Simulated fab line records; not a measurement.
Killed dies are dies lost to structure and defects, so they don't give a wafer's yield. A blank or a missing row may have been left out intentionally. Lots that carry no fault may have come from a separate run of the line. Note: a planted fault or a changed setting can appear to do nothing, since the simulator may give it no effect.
Chamber matching || flow n5_finfet || rie_diel-03 running N5_DUMMY_GATE_STRIP_41: 3 sister chambers
The step strips in O2. 3 wafers are shown with their chamber, then 6 later ones without.

## WAFERS, EACH WITH ITS CHAMBER
{"wafer": "L083.3", "chamber": 3, "showerhead_plenum_p_Torr (Torr)": 2.20}
{"wafer": "L083.4", "chamber": 2, "showerhead_plenum_p_Torr (Torr)": 2.02}
{"wafer": "L083.5", "chamber": 0, "showerhead_plenum_p_Torr (Torr)": 2.20}

## WAFERS MISSING THEIR CHAMBER
{"wafer": "L091.2", "showerhead_plenum_p_Torr (Torr)": 2.01}
{"wafer": "L091.6", "showerhead_plenum_p_Torr (Torr)": 2.19}
{"wafer": "L094.1", "showerhead_plenum_p_Torr (Torr)": 2.19}
{"wafer": "L094.2", "showerhead_plenum_p_Torr (Torr)": 2.19}
{"wafer": "L097.1", "showerhead_plenum_p_Torr (Torr)": 2.19}
{"wafer": "L097.3", "showerhead_plenum_p_Torr (Torr)": 2.01}

## CHAMBER TAKEN BY EACH
{"wafer": "L091.2", "from the rows above": 2, "in truth": 2}
{"wafer": "L091.6", "from the rows above": "can't be placed: 0 or 3", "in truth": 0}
{"wafer": "L094.1", "from the rows above": "can't be placed: 0 or 3", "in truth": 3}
{"wafer": "L094.2", "from the rows above": "can't be placed: 0 or 3", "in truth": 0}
{"wafer": "L097.1", "from the rows above": "can't be placed: 0 or 3", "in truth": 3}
{"wafer": "L097.3", "from the rows above": 2, "in truth": 2}
2 of 6 placed correctly. Not placeable from these rows: 4 (in 4, the candidates include the true chamber). Wrongly placed: 0.
How it was worked out, from the rows above alone: a wafer's distance from a chamber is the root of the sum, over the readings, of the square of ((its reading less the chamber's mean) divided by the reading's scatter). The wafer belongs to the nearest chamber; if the next one is less than 2 further off, it can't be placed. For every chamber, the mean is computed from those of its wafers that are shown. The scatter: with one shown wafer a chamber, the root of the mean of the squares of how far each hidden wafer lies from its nearest shown one.
